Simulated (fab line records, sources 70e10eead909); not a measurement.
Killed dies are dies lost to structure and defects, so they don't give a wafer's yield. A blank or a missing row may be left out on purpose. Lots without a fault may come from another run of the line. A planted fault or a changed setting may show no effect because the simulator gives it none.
fab line records | flow nand_harc | part 2 of 2: steps 4 to 6 of 6
record lots=24 wafers=72 last_day=34
route steps=1302 shown A_CHANNEL_HOLE_D1@471 A_ONON_D2@563
lots that met no fault: from a run of the same line without faults
start_h: hours from the record's first day to the start of the lot's first wafer shown | wait_h: hours since the lot's step before | " the same as in the row above | L1.1+2: a row that stands for several wafers | - no value, or no start given | * or withheld: withheld | < > ~ a bound
route shown NAME@n: a module of which the file shows steps, and the number in the route of the first | usual: mean/standard deviation of fault-free wafers | same: alike in all rows | chamber/n: place in a boat | sites: the reading at each site | _std_site: their standard deviation | _edge_site: outer sites' mean less inner sites' | radius_mm: how far each site lies from the wafer's centre | mask NAME#n: copy n | behind: the tool/chamber that last shaped the wafer | hold: why the lot was held/for how many hours/how that ended | device: the transistor (n, p or np) that didn't switch | end of line: the same wafers' tests at the end of the route | a step without rows: its recipe alone | killed: dies lost to structure and defects at the first sort, not the wafer's yield | map: a wafer's dies, x killed, . not, _ none there
set.NAME: the setting as run; set.NAME@STEP: as run at that earlier step | model.NAME: the simulator's own value behind a step, which no gauge read
steps of the route over a sample of lots; a table a step, a row a wafer
services: from which hour (start_h, from the record's first day; less than 0 if before it) a tool's chamber was out of use, for how many hours, and why
## steps
# step NHARC_A_CHANNEL_HOLE_D1_XSEM_31
# recipe landing_energy_ev=35000
# usual bot_cd_nm=74.3/1.3 bow_nm=8.63/0.29 tilt_deg=0.08/0.043
# columns lot.wafer tool chamber start_h wait_h bot_cd_nm bow_nm tilt_deg
L074.2 xsem-01 0 187.86 0.1 75.5 8.54 0.02
L074.3 " 0 " " 75.1 8.58 0.02
L074.5 " 0 " " 73.4 8.59 0.02
L075.1 xsem-02 0 197.63 0.1 75.1 8.36 0.10
L075.2 " 0 " " 71.8 8.41 0.10
L075.4 " 0 " " 73.8 8.43 0.10
L077.2 xsem-01 0 209.78 0.1 75.6 8.50 0.21
L077.5 " 0 " " 75.1 8.60 0.22
L077.6 " 0 " " 74.2 8.48 0.21
L076.1 xsem-02 0 213.65 0.1 75.9 8.60 0.10
L076.2 " 0 " " 73.8 8.53 0.10
L076.6 " 0 " " 75.8 8.53 0.10
L078.2 xsem-01 0 227.26 0.1 76.3 8.71 0.06
L078.3 " 0 " " 74.5 8.70 0.06
L078.6 " 0 " " 76.0 8.64 0.06
L079.1 xsem-02 0 238.35 0.1 76.5 8.94 0.06
L079.3 " 0 " " 75.1 8.89 0.06
L079.6 " 0 " " 75.9 9.06 0.06
L080.2 xsem-02 0 250.79 0.1 73.5 8.28 0.11
L080.3 " 0 " " 75.3 8.23 0.11
L080.5 " 0 " " 73.3 8.20 0.11
L081.3 xsem-02 0 268.33 0.1 73.9 8.89 0.04
L081.5 " 0 " " 74.9 8.94 0.04
L081.6 " 0 " " 74.2 8.96 0.04
L082.2 xsem-01 0 269.84 0.1 74.7 8.92 0.07
L082.3 " 0 " " 73.8 8.90 0.07
L082.4 " 0 " " 75.8 8.84 0.08
L083.2 xsem-01 0 280.93 0.1 71.7 8.42 0.09
L083.5 " 0 " " 72.2 8.36 0.09
L083.6 " 0 " " 70.6 8.35 0.09
L084.1 xsem-02 0 285.61 0.1 72.6 8.20 0.05
L084.2 " 0 " " 75.3 8.25 0.05
L084.4 " 0 " " 73.5 8.16 0.05
L085.1 xsem-01 0 300.13 0.1 73.2 8.31 0.14
L085.3 " 0 " " 76.0 8.34 0.14
L085.6 " 0 " " 74.5 8.26 0.14
L087.3 xsem-01 0 317.39 0.1 74.1 9.26 0.07
L087.4 " 0 " " 73.0 9.28 0.07
L087.6 " 0 " " 77.5 9.35 0.07
L086.1 xsem-02 0 319.42 0.1 74.2 8.20 0.09
L086.5 " 0 " " 77.2 8.21 0.09
L086.6 " 0 " " 74.1 8.30 0.09
L088.3 xsem-01 0 327.76 0.1 72.7 8.76 0.01
L088.5 " 0 " " 74.1 8.70 0.01
L088.6 " 0 " " 74.2 8.75 0.01
L089.3 xsem-02 0 344.79 0.1 75.5 9.07 0.07
L089.4 " 0 " " 77.5 9.00 0.06
L089.6 " 0 " " 76.2 9.04 0.06
L090.2 xsem-01 0 352.11 0.1 74.5 8.27 0.06
L090.4 " 0 " " 74.0 8.36 0.06
L090.5 " 0 " " 74.0 8.32 0.06
L091.1 xsem-02 0 352.37 0.1 74.3 8.57 0.05
L091.2 " 0 " " 73.9 8.57 0.05
L091.3 " 0 " " 76.8 8.51 0.05
L092.4 xsem-01 0 361.85 0.1 74.0 8.68 0.04
L092.5 " 0 " " 74.0 8.69 0.04
L092.6 " 0 " " 73.9 8.72 0.04
L093.1 xsem-02 0 378.95 0.1 73.8 8.50 0.13
L093.3 " 0 " " 72.7 8.42 0.14
L093.4 " 0 " " 73.3 8.39 0.13
L094.1 xsem-02 0 380.11 0.1 72.7 8.83 0.03
L094.2 " 0 " " 73.7 8.86 0.03
L094.3 " 0 " " 72.0 8.83 0.03
L095.4 xsem-02 0 399.39 0.1 73.7 8.70 0.10
L095.5 " 0 " " 73.8 8.68 0.10
L095.6 " 0 " " 73.8 8.64 0.10
L096.2 xsem-01 0 422.32 0.1 74.8 8.94 0.06
L096.3 " 0 " " 73.2 9.05 0.06
L096.6 " 0 " " 74.0 9.03 0.06
L097.2 xsem-02 0 423.37 0.1 74.0 8.71 0.09
L097.3 " 0 " " 72.8 8.75 0.09
L097.5 " 0 " " 74.2 8.73 0.09
# step NHARC_A_ONON_D2_THK_MEAS_27
# recipe thk_meas_gauge=ellipsometry
# usual thk_nm=1000/11
# columns lot.wafer tool chamber start_h wait_h thk_nm
L074.2 film_metro-01 - 280.76 - 995
L074.3 " - " " 998
L074.5 " - " " 996
L075.1 film_metro-01 - 298.04 - 992
L075.2 " - " " 992
L075.4 " - " " 993
L077.2 film_metro-02 - 304.89 - 1002
L077.5 " - " " 1004
L077.6 " - " " 1003
L076.1 film_metro-01 - 304.90 - 1007
L076.2 " - " " 1007
L076.6 " - " " 1006
L079.1 film_metro-02 - 329.50 - 996
L079.3 " - " " 997
L079.6 " - " " 994
L078.2 film_metro-01 - 329.56 - 1013
L078.3 " - " " 1013
L078.6 " - " " 1011
L080.2 film_metro-01 - 352.41 - 994
L080.3 " - " " 996
L080.5 " - " " 993
L081.3 film_metro-02 - 363.40 - 1022
L081.5 " - " " 1022
L081.6 " - " " 1023
L082.2 film_metro-01 - 363.40 - 985
L082.3 " - " " 985
L082.4 " - " " 985
L083.2 film_metro-01 - 377.81 - 1002
L083.5 " - " " 1003
L083.6 " - " " 1003
L084.1 film_metro-01 - 384.25 - 1009
L084.2 " - " " 1008
L084.4 " - " " 1008
L085.1 film_metro-01 - 404.66 - 975
L085.3 " - " " 974
L085.6 " - " " 976
L086.1 film_metro-01 - 414.83 - 1011
L086.5 " - " " 1012
L086.6 " - " " 1012
L087.3 film_metro-02 - 414.85 - 1019
L087.4 " - " " 1019
L087.6 " - " " 1019
L088.3 film_metro-02 - 428.35 - 995
L088.5 " - " " 997
L088.6 " - " " 996
L089.3 film_metro-02 - 442.78 - 988
L089.4 " - " " 988
L089.6 " - " " 988
L091.1 film_metro-01 - 448.09 - 986
L091.2 " - " " 986
L091.3 " - " " 985
L090.2 film_metro-02 - 448.11 - 1003
L090.4 " - " " 1004
L090.5 " - " " 1004
L092.4 film_metro-01 - 458.64 - 1004
L092.5 " - " " 1007
L092.6 " - " " 1005
L093.1 film_metro-02 - 476.50 - 1008
L093.3 " - " " 1009
L093.4 " - " " 1007
L094.1 film_metro-02 - 476.53 - 1002
L094.2 " - " " 1005
L094.3 " - " " 1004
L095.4 film_metro-01 - 505.75 - 1000
L095.5 " - " " 1001
L095.6 " - " " 1001
L097.2 film_metro-02 - 521.06 - 986
L097.3 " - " " 986
L097.5 " - " " 987
L096.2 film_metro-01 - 521.07 - 999
L096.3 " - " " 1000
L096.6 " - " " 1001
# step NHARC_A_ONON_D2_DEP_33
# recipe target_thk_a=2000 temp_c=400 pressure_torr=6.5 rf_w=900 teos_flow_sccm=161.4 flow_sccm=2650 target_thk_nm=200 gas=O2 material=SiO2
# usual heater_power_w=531/90 throttle_valve_pct=15.8/0.33
# columns lot.wafer tool chamber start_h wait_h heater_power_w throttle_valve_pct
L074.2 pecvd-03 0 281.38 0.1 513 15.7
L074.3 " 1 " " 571 15.7
L074.5 " 2 " " 465 16.3
L075.1 pecvd-02 1 298.67 0.1 521 15.7
L075.2 " 2 " " 449 15.3
L075.4 " 1 " " 375 15.8
L076.2 pecvd-03 2 305.51 0.1 579 16.6
L076.1 " 1 " " 572 15.7
L076.6 " 2 " " 451 16.5
L077.2 pecvd-02 1 305.60 0.1 413 16.0
L077.5 " 2 " " 420 15.2
L077.6 " 1 " " 426 15.9
L079.1 pecvd-04 2 330.17 0.1 569 16.1
L079.3 " 0 " " 604 15.3
L079.6 " 0 " " 627 15.8
L078.3 pecvd-02 1 330.19 0.1 485 15.9
L078.2 " 0 " " 653 16.1
L078.6 " 1 " " 491 15.8
L080.2 pecvd-02 1 353.09 0.1 485 16.1
L080.3 " 2 " " 393 15.5
L080.5 " 0 " " 659 16.1
L082.3 pecvd-04 0 364.03 0.1 758 15.4
L082.2 " 2 " " 495 16.3
L082.4 " 1 " " 464 16.2
L081.3 pecvd-02 0 364.11 0.1 624 16.1
L081.6 " 2 " " 398 15.5
L081.5 " 0 " " 632 16.1
L083.2 pecvd-04 0 378.52 0.1 753 15.4
L083.6 " 1 " " 602 15.9
L083.5 " 0 " " 776 15.4
L084.1 pecvd-02 2 384.94 0.1 391 15.5
L084.2 " 0 " " 566 16.1
L084.4 " 0 " " 588 16.2
L085.1 pecvd-03 0 405.28 0.1 534 15.7
L085.3 " 1 " " 428 15.5
L085.6 " 2 " " 565 15.6
L086.1 pecvd-04 0 416.02 0.6 684 15.5
L086.5 " 0 " " 710 15.5
L086.6 " 2 " " 535 16.5
L087.3 pecvd-04 2 416.38 1.0 590 16.4
L087.4 " 1 " " 487 16.0
L087.6 " 2 " " 590 16.2
L088.3 pecvd-03 1 428.97 0.1 464 15.6
L088.5 " 2 " " 526 15.2
L088.6 " 0 " " 597 15.9
L089.3 pecvd-03 0 443.40 0.1 488 15.8
L089.4 " 0 " " 503 15.9
L089.6 " 1 " " 501 15.3
L091.3 pecvd-03 1 448.71 0.1 527 15.7
L091.1 " 2 " " 530 15.6
L091.2 " 0 " " 536 15.7
L090.2 pecvd-02 0 448.77 0.1 629 15.9
L090.5 " 2 " " 443 15.6
L090.4 " 0 " " 635 15.7
L092.6 pecvd-02 2 459.39 0.2 435 15.4
L092.5 " 0 " " 573 15.5
L092.4 " 1 " " 449 15.6
L093.1 pecvd-04 0 477.18 0.1 654 15.6
L093.3 " 1 " " 441 15.6
L093.4 " 2 " " 504 16.0
L094.3 pecvd-02 1 477.24 0.1 451 16.1
L094.2 " 2 " " 449 15.2
L094.1 " 0 " " 605 15.9
L095.5 pecvd-02 2 506.60 0.3 403 15.5
L095.4 " 0 " " 610 15.7
L095.6 " 1 " " 429 15.9
L096.2 pecvd-02 2 521.69 0.1 429 15.7
L096.3 " 1 " " 495 15.8
L096.6 " 1 " " 487 16.2
L097.2 pecvd-04 1 521.73 0.1 561 15.7
L097.3 " 2 " " 489 16.2
L097.5 " 1 " " 568 15.4
## services
# columns tool chamber start_h hours kind
pecvd-04 1 161.88 6.9 repair
har_etch-02 0 163.63 - consumable_replace:focus_ring
har_etch-02 0 163.63 17.0 scheduled_down
har_etch-02 0 163.63 17.0 vent_cycle
pecvd-03 - 185.22 13.0 pm
pecvd-02 - 227.11 13.0 pm
pecvd-03 - 228.96 1.7 repair
pecvd-03 1 244.52 10.2 repair
har_etch-02 1 258.70 - consumable_replace:showerhead
har_etch-02 1 258.70 17.0 scheduled_down
har_etch-02 1 258.70 17.0 vent_cycle
pecvd-04 - 269.00 13.0 pm
pecvd-03 - 273.25 2.5 repair
pecvd-03 - 366.22 13.0 pm
xsem-01 - 374.00 14.0 pm
har_etch-02 - 380.05 17.0 pm
har_etch-02 0 380.05 17.0 vent_cycle
har_etch-02 1 380.05 17.0 vent_cycle
har_etch-02 0 397.05 - clean
har_etch-02 0 397.05 - consumable_replace:focus_ring
pecvd-02 - 408.11 13.0 pm
pecvd-03 0 413.59 3.8 repair
pecvd-04 - 450.00 13.0 pm
pecvd-04 - 483.89 0.4 repair
